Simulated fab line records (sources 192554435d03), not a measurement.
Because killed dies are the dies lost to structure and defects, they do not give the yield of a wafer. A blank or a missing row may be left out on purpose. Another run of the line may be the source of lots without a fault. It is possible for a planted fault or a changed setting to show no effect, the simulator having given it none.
Split-lot experiment	flow n5_finfet	route with 1938 steps; 7 lots, 21 wafers read

## ON THE SPLIT
At N5_ZERO_LAYER_COAT_05 (resist thk 1000 nm), the setting spin_rpm was moved away from the recipe's 1500 rpm on 6 of the 21 wafers read, by -9.0% to +6.2%. This setting was run at the recipe's value on the other wafers.

## FROM THE SPLIT TO THE READING: what the file shows between them, 7 steps
- N5_ZERO_LAYER_EXPOSE_08: exposes mask ZERO, defocus 0 nm, target cd 2000 nm (also split here: dose_mj)
- N5_ZERO_LAYER_PEB_09
- N5_ZERO_LAYER_DEVELOP_10: develop time 60 s
- N5_ZERO_LAYER_HARDBAKE_23: time 120 s
- N5_ZERO_LAYER_CD_MEAS_11: target cd 2000 nm
- N5_ZERO_LAYER_DESCUM_16: chemistry O2, time 7.9 s
- N5_ZERO_LAYER_ETCH_17: etches SiO2 in CF4, target depth 12 nm, time 13.3 s

## THE READING
coat_of_ZERO_LAYER_COAT_05.thk_nm (the simulator's own value, which no gauge read), in nm, at N5_ZERO_LAYER_ETCH_18 (etches Si in HBr/Cl2, target depth 120 nm, time 40 s). The file does not state a usual value for it. Here, 15 wafers ran the recipe; their average is 929.3 nm with a standard deviation of 3.5 nm.

wafer	tool, chamber at the split	spin_rpm as run, rpm	against the recipe	coat_of_ZERO_LAYER_COAT_05.thk_nm, nm	against lot-mates on the recipe
L079.1	litho_track-04, 0	1500	recipe	928.4	-
L079.4	litho_track-04, 0	1365	-9.0%	976.6	+46.5
L079.5	litho_track-04, 0	1500	recipe	931.8	-
L081.2	litho_track-01, 0	1500	recipe	930.2	-
L081.3	litho_track-01, 0	1500	recipe	926.6	-
L081.6	litho_track-01, 0	1500	recipe	924	-
L083.1	litho_track-01, 0	1500	recipe	931.4	-
L083.3	litho_track-01, 0	1500	recipe	930.2	-
L083.5	litho_track-01, 0	1500	recipe	928.5	-
L086.3	litho_track-03, 0	1500	recipe	922.7	-
L086.5	litho_track-03, 0	1593	+6.2%	895	-28.2
L086.6	litho_track-03, 0	1500	recipe	923.6	-
L090.1	litho_track-04, 0	1399	-6.7%	966	+34.6
L090.5	litho_track-04, 0	1399	-6.7%	969.2	+37.8
L090.6	litho_track-04, 0	1500	recipe	931.4	-
L091.1	litho_track-04, 0	1500	recipe	935.6	-
L091.2	litho_track-04, 0	1558	+3.9%	916.1	-19.5
L091.5	litho_track-04, 0	1558	+3.9%	915.5	-20.1
L092.4	litho_track-04, 0	1500	recipe	932.2	-
L092.5	litho_track-04, 0	1500	recipe	932.1	-
L092.6	litho_track-04, 0	1500	recipe	930.7	-

THE FIT
A straight line over all 21 wafers: coat_of_ZERO_LAYER_COAT_05.thk_nm changes by -5.21 nm for each +1% of spin_rpm; r = -0.98; the points scatter about the line by 3.9 nm.
The same after taking each lot's own level away (the mean of its wafers on the recipe; 21 wafers): -5.13 nm for each +1%; r = -1.00; scatter 1.7 nm.
On that fit, the largest move of spin_rpm shifts the reading by 46 nm.
The span of the lots' own levels, 923.15 to 935.60 nm, comes to 3.5 times the standard deviation stated above.
The two slopes agree, so the slope changes little with the lot-to-lot level.
Check: for one of the wafers moved furthest among these (-9.0%), held out of the fit, the line's prediction against its lot-mates is +46.5 nm. Against them it came out at +46.5 nm.

## ADDITIONAL SPLITS CARRIED BY THESE WAFERS
Note: prior to the reading, these wafers also went through further splits. Each is held against what the fit with the lots' levels taken away leaves over:
other split on the same wafers	wafers away from the commonest value	r with coat_of_ZERO_LAYER_COAT_05.thk_nm (lot level and that fit taken away)
N5_ZERO_LAYER_PECVD_02 time_s	2	+0.24
N5_ZERO_LAYER_EXPOSE_08 dose_mj	10	-0.30

## THE WHOLE CHAIN: every reading that the file lists as answering this split, in the file's order
step	what it does	reading	change (the file's fit)	r (the file's)
N5_ZERO_LAYER_COAT_05	resist thk 1000 nm	coat_of_ZERO_LAYER_COAT_05.thk_nm (the simulator's own value, which no gauge read)	-5.02 nm for each +1% of the setting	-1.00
N5_ZERO_LAYER_ETCH_18	etches Si in HBr/Cl2, target depth 120 nm, time 40 s	coat_of_ZERO_LAYER_COAT_05.thk_nm (the simulator's own value, which no gauge read)	-5.08 nm for each +1% of the setting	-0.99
N5_ZERO_LAYER_STRIP_24	strips in O2	strip_time_to_endpoint_s	withheld for each +1% of the setting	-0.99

## FILE'S OWN FIT
coat_of_ZERO_LAYER_COAT_05.thk_nm changes by -5.08 nm for each +1% of spin_rpm, r = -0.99.
